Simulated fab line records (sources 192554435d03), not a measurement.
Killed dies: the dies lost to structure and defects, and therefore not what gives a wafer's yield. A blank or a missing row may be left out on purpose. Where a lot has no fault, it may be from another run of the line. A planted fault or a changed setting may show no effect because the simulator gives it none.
Split-lot experiment | flow n5-finfet | route with 1938 steps; 7 lots, 21 wafers read

SPLIT DETAILS
At N5_BEOL_M12_DEP_53 (deposits SiCN from 3MS/NH3, target thk 30 nm, time 10.5 s), the setting time-s was moved away from the recipe's 10.5 s on 6 of the 21 wafers read, by -11.0% to +11.2%. All remaining wafers had this setting at the recipe value.

The reading comes from the split's own step.

THE READING
SiCN_of_BEOL_M12_DEP_53.thk-nm (the simulator's own value, which no gauge read), in nm, at N5_BEOL_M12_DEP_53 (deposits SiCN from 3MS/NH3, target thk 30 nm, time 10.5 s). The file does not state a usual value for it. Here, 15 wafers ran the recipe; their average is 30.1 nm with a standard deviation of 0.3 nm.

wafer  | tool, chamber at the split | time-s as run, s | against the recipe | SiCN_of_BEOL_M12_DEP_53.thk-nm, nm | against lot-mates on the recipe
L074.1 | pecvd-03, 2                | 10.5             | recipe             | 29.6                               | -
L074.2 | pecvd-03, 1                | 11.15            | +6.2%              | 31.2                               | +1.3
L074.5 | pecvd-03, 0                | 10.5             | recipe             | 30.2                               | -
L076.1 | pecvd-02, 2                | 10.5             | recipe             | 29.8                               | -
L076.4 | pecvd-02, 0                | 10.5             | recipe             | 30.4                               | -
L076.5 | pecvd-02, 2                | 11.68            | +11.2%             | 33.6                               | +3.5
L079.2 | pecvd-02, 1                | 10.5             | recipe             | 30                                 | -
L079.3 | pecvd-02, 0                | 10.5             | recipe             | 30.2                               | -
L079.5 | pecvd-02, 0                | 10.5             | recipe             | 30.6                               | -
L086.2 | pecvd-04, 1                | 10.5             | recipe             | 29.6                               | -
L086.3 | pecvd-04, 2                | 10.5             | recipe             | 29.8                               | -
L086.5 | pecvd-04, 1                | 10.5             | recipe             | 30                                 | -
L087.1 | pecvd-04, 1,0              | 9.346            | -11.0%             | 26.6                               | -3.8
L087.2 | pecvd-04, 1,0              | 9.346            | -11.0%             | 26.6                               | -3.8
L087.6 | pecvd-04, 1                | 10.5             | recipe             | 30.4                               | -
L090.3 | pecvd-04, 1                | 10.5             | recipe             | 30                                 | -
L090.5 | pecvd-04, 1                | 10.5             | recipe             | 30                                 | -
L090.6 | pecvd-04, 2                | 10.5             | recipe             | 30.4                               | -
L094.1 | pecvd-04, 1                | 10.5             | recipe             | 29.8                               | -
L094.3 | pecvd-04, 2                | 11.26            | +7.2%              | 32.2                               | +2.4
L094.6 | pecvd-04, 2                | 11.26            | +7.2%              | 32.6                               | +2.8
Rows listing several chambers each stand for several wafers; the file does not say which wafer went through which chamber.

FIT RESULTS
A straight line over all 21 wafers: SiCN_of_BEOL_M12_DEP_53.thk-nm changes by +0.307 nm for each +1% of time-s; r = +0.98; the points scatter about the line by 0.32 nm.
The same after taking each lot's own level away (the mean of its wafers on the recipe; 21 wafers): +0.331 nm for each +1%; r = +0.99; scatter 0.28 nm.
According to that fit, moving time-s by its largest amount changes the reading by 3.7 nm.
Measured against the standard deviation above, the lots' own levels, which go from 29.80 to 30.40 nm, span 2.0 times it.
The two slopes agree, so the slope changes little with the lot-to-lot level.
Check: with one of the wafers moved furthest among these (+11.2%) left out of the fit, the line predicts +3.74 nm for it against its lot-mates. Against them it came out at +3.5 nm.

THE OTHER SPLITS THESE WAFERS WENT THROUGH
Before the reading, these wafers also passed through other splits. Each is held against what the fit with the lots' levels taken away leaves over:
other split on the same wafers    | wafers away from the commonest value | r with SiCN_of_BEOL_M12_DEP_53.thk-nm (lot level and that fit taken away)
N5_BEOL_M11_COAT_59 spin-rpm      | 3                                    | -0.04
N5_BEOL_M11_TRENCH_ETCH_37 bias-w | 5                                    | +0.34

THE FILE'S OWN FIT
SiCN_of_BEOL_M12_DEP_53.thk-nm changes by +0.32 nm for each +1% of time-s, r = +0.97.
